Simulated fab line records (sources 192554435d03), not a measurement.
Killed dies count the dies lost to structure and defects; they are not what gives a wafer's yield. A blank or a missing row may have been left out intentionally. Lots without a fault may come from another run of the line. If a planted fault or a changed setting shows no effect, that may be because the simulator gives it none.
Chamber matching / flow n5 finfet / 4 sister chambers for N5_BEOL_M3_VIA_ETCH_34 on rie diel-03
The step etches the open film in C4F6/O2, target depth 69.4 nm, time 65.9 s. 8 wafers are shown with their chamber, then 10 later ones without.

WAFERS, EACH WITH ITS CHAMBER
wafer=L081.6; chamber=1; drypump motor current A (A)=5.59; rf vpp V (V)=657
wafer=L085.2; chamber=1; drypump motor current A (A)=5.59; rf vpp V (V)=657
wafer=L089.1; chamber=2; drypump motor current A (A)=5.70; rf vpp V (V)=684
wafer=L090.2; chamber=2; drypump motor current A (A)=5.72; rf vpp V (V)=682
wafer=L090.5; chamber=3; drypump motor current A (A)=5.77; rf vpp V (V)=681
wafer=L090.6; chamber=0; drypump motor current A (A)=6.27; rf vpp V (V)=681
wafer=L092.1; chamber=0; drypump motor current A (A)=6.28; rf vpp V (V)=683
wafer=L092.2; chamber=3; drypump motor current A (A)=5.78; rf vpp V (V)=682

WAFERS WITHOUT THEIR CHAMBER
wafer=L092.5; drypump motor current A (A)=5.58; rf vpp V (V)=655
wafer=L093.1; drypump motor current A (A)=5.67; rf vpp V (V)=682
wafer=L093.3; drypump motor current A (A)=5.60; rf vpp V (V)=655
wafer=L093.4; drypump motor current A (A)=6.26; rf vpp V (V)=681
wafer=L095.1; drypump motor current A (A)=6.28; rf vpp V (V)=683
wafer=L095.2; drypump motor current A (A)=5.62; rf vpp V (V)=655
wafer=L095.3; drypump motor current A (A)=5.77; rf vpp V (V)=683
wafer=L097.2; drypump motor current A (A)=6.27; rf vpp V (V)=682
wafer=L097.4; drypump motor current A (A)=5.58; rf vpp V (V)=656
wafer=L097.5; drypump motor current A (A)=5.80; rf vpp V (V)=681

WHICH CHAMBER EACH WENT THROUGH
wafer=L092.5; from the rows above=1; in truth=1
wafer=L093.1; from the rows above=2; in truth=2
wafer=L093.3; from the rows above=1; in truth=1
wafer=L093.4; from the rows above=0; in truth=0
wafer=L095.1; from the rows above=0; in truth=0
wafer=L095.2; from the rows above=1; in truth=1
wafer=L095.3; from the rows above=3; in truth=3
wafer=L097.2; from the rows above=0; in truth=0
wafer=L097.4; from the rows above=1; in truth=1
wafer=L097.5; from the rows above=3; in truth=3
Placed correctly: 10 of 10. From these rows, 0 cannot be placed. Number placed wrongly: 0.
How it was worked out, from the rows above alone: a wafer's distance from a chamber is the root of the sum, over the readings, of the square of ((its reading less the chamber's mean) divided by the reading's scatter). The wafer belongs to the nearest chamber; if the next one is less than 2 further off, it can't be placed. A chamber's mean is the mean of its shown wafers. The scatter: take each reading less its chamber's mean, square it, sum over the shown wafers, divide by the number of wafers less the number of chambers, and take the root.
